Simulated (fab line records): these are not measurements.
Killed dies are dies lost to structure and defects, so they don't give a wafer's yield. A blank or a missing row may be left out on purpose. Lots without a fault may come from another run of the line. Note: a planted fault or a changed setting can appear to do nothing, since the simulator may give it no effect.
Chamber matching | flow n5 finfet | N5_BEOL_M7_DESCUM_33 on rie diel-02: 4 sister chambers
The step chemistry O2, time 7 s. 20 wafers are shown with their chamber, then 10 later ones without.

WAFERS, EACH WITH ITS CHAMBER
wafer  | chamber | showerhead plenum p Torr (Torr) | throttle valve pct (%) | drypump motor current A (A)
L078.1 | 2       | 2.01                            | 20.5                   | 5.3
L078.3 | 1       | 2.22                            | 20.3                   | 6.6
L078.4 | 3       | 2.10                            | 20.7                   | 5.3
L080.1 | 0       | 2.12                            | 19.7                   | 6.1
L080.4 | 2       | 2.01                            | 20.5                   | 5.3
L080.6 | 1       | 2.22                            | 20.3                   | 6.6
L081.1 | 1       | 2.22                            | 20.3                   | 6.5
L081.3 | 0       | 2.12                            | 19.7                   | 6.1
L081.4 | 3       | 2.10                            | 20.7                   | 5.2
L082.3 | 1       | 2.21                            | 20.3                   | 6.6
L082.4 | 0       | 2.12                            | 19.7                   | 6.1
L082.6 | 3       | 2.10                            | 20.7                   | 5.2
L083.2 | 1       | 2.21                            | 20.3                   | 6.6
L083.4 | 2       | 2.01                            | 20.5                   | 5.3
L083.6 | 0       | 2.12                            | 19.7                   | 6.1
L090.3 | 1       | 2.21                            | 20.4                   | 6.6
L090.4 | 3       | 2.10                            | 20.7                   | 5.2
L090.5 | 0       | 2.12                            | 19.7                   | 6.1
L092.1 | 1       | 2.21                            | 20.4                   | 6.5
L092.2 | 0       | 2.12                            | 19.7                   | 6.1

SIGNATURES, as means of the wafers listed above
reading                  | chamber 0 | chamber 1 | chamber 2 | chamber 3 | scatter within a chamber
showerhead plenum p Torr | 2.1200    | 2.2143    | 2.0100    | 2.1000    | 0.00327
throttle valve pct       | 19.700    | 20.329    | 20.500    | 20.700    | 0.0299
drypump motor current A  | 6.100     | 6.571     | 5.300     | 5.225     | 0.0369
Rule: for each reading, subtract the chamber's mean from the wafer's reading, divide by that reading's scatter and square the result; add these up over the readings and take the root, which gives the wafer's distance from the chamber. The wafer belongs to the nearest chamber; if the next one is less than 2 further off, it can't be placed. How the scatter is found: for the shown wafers, subtract from each reading the mean of its chamber, square and add these, divide the total by (wafers less chambers), then take the root.

WAFERS WITHOUT THEIR CHAMBER
wafer  | showerhead plenum p Torr (Torr) | throttle valve pct (%) | drypump motor current A (A)
L092.6 | 2.00                            | 20.5                   | 5.3
L091.1 | 2.10                            | 20.7                   | 5.2
L091.2 | 2.12                            | 19.7                   | 6.1
L091.6 | 2.10                            | 20.7                   | 5.2
L093.1 | 2.12                            | 19.7                   | 6.1
L093.4 | 2.00                            | 20.6                   | 5.3
L093.6 | 2.00                            | 20.5                   | 5.3
L096.2 | 2.12                            | 19.7                   | 6.1
L096.4 | 2.09                            | 20.7                   | 5.2
L096.5 | 2.11                            | 19.7                   | 6.1

EACH ONE'S CHAMBER
wafer  | from the rows above | in truth
L092.6 | 2                   | 2
L091.1 | 3                   | 3
L091.2 | 0                   | 0
L091.6 | 3                   | 3
L093.1 | 0                   | 0
L093.4 | 2                   | 2
L093.6 | 2                   | 2
L096.2 | 0                   | 0
L096.4 | 3                   | 3
L096.5 | 0                   | 0
Placed correctly: 10 of 10. From these rows, 0 cannot be placed. Number placed wrongly: 0.
